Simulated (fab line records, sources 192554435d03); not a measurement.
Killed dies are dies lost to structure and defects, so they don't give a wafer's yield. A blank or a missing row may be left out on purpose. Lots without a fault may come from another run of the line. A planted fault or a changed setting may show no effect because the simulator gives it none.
Chamber matching | flow n5_finfet | N5_ZERO_LAYER_DESCUM_16 on rie_diel-02: 4 sister chambers
The step chemistry O2, time 7.9 s. 8 wafers are shown with their chamber, then 10 later ones without.

WAFERS WITH THEIR CHAMBER
wafer  | chamber | throttle_valve_pct (%) | showerhead_plenum_p_Torr (Torr)
L083.5 | 2       | 20.63                  | 1.96
L083.6 | 1       | 20.90                  | 2.03
L086.2 | 2       | 20.64                  | 1.96
L086.5 | 3       | 20.04                  | 1.99
L091.2 | 3       | 20.07                  | 1.99
L091.4 | 1       | 20.90                  | 2.02
L093.1 | 0       | 20.11                  | 2.15
L093.5 | 0       | 20.09                  | 2.15

WAFERS WITHOUT THEIR CHAMBER
wafer  | throttle_valve_pct (%) | showerhead_plenum_p_Torr (Torr)
L093.6 | 20.08                  | 1.99
L094.2 | 20.66                  | 1.96
L094.3 | 20.09                  | 2.15
L094.5 | 20.66                  | 1.96
L095.1 | 20.08                  | 1.99
L095.2 | 20.92                  | 2.02
L095.4 | 20.12                  | 2.15
L097.2 | 20.11                  | 2.15
L097.4 | 20.92                  | 2.02
L097.5 | 20.10                  | 2.15

WHICH CHAMBER EACH WENT THROUGH
wafer  | from the rows above | in truth
L093.6 | 3                   | 3
L094.2 | 2                   | 2
L094.3 | 0                   | 0
L094.5 | 2                   | 2
L095.1 | 3                   | 3
L095.2 | 1                   | 1
L095.4 | 0                   | 0
L097.2 | 0                   | 0
L097.4 | 1                   | 1
L097.5 | 0                   | 0
Placed correctly: 10 of 10. Can't be placed from these rows: 0. Placed wrongly: 0.
How it was worked out, from the rows above alone: a wafer's distance from a chamber is the root of the sum, over the readings, of the square of ((its reading less the chamber's mean) divided by the reading's scatter). The wafer belongs to the nearest chamber; if the next one is less than 2 further off, it can't be placed. A chamber's mean is the mean of its shown wafers. The scatter: the root of (the sum of the squares of (reading less its chamber's mean) over the shown wafers, divided by (wafers less chambers)).
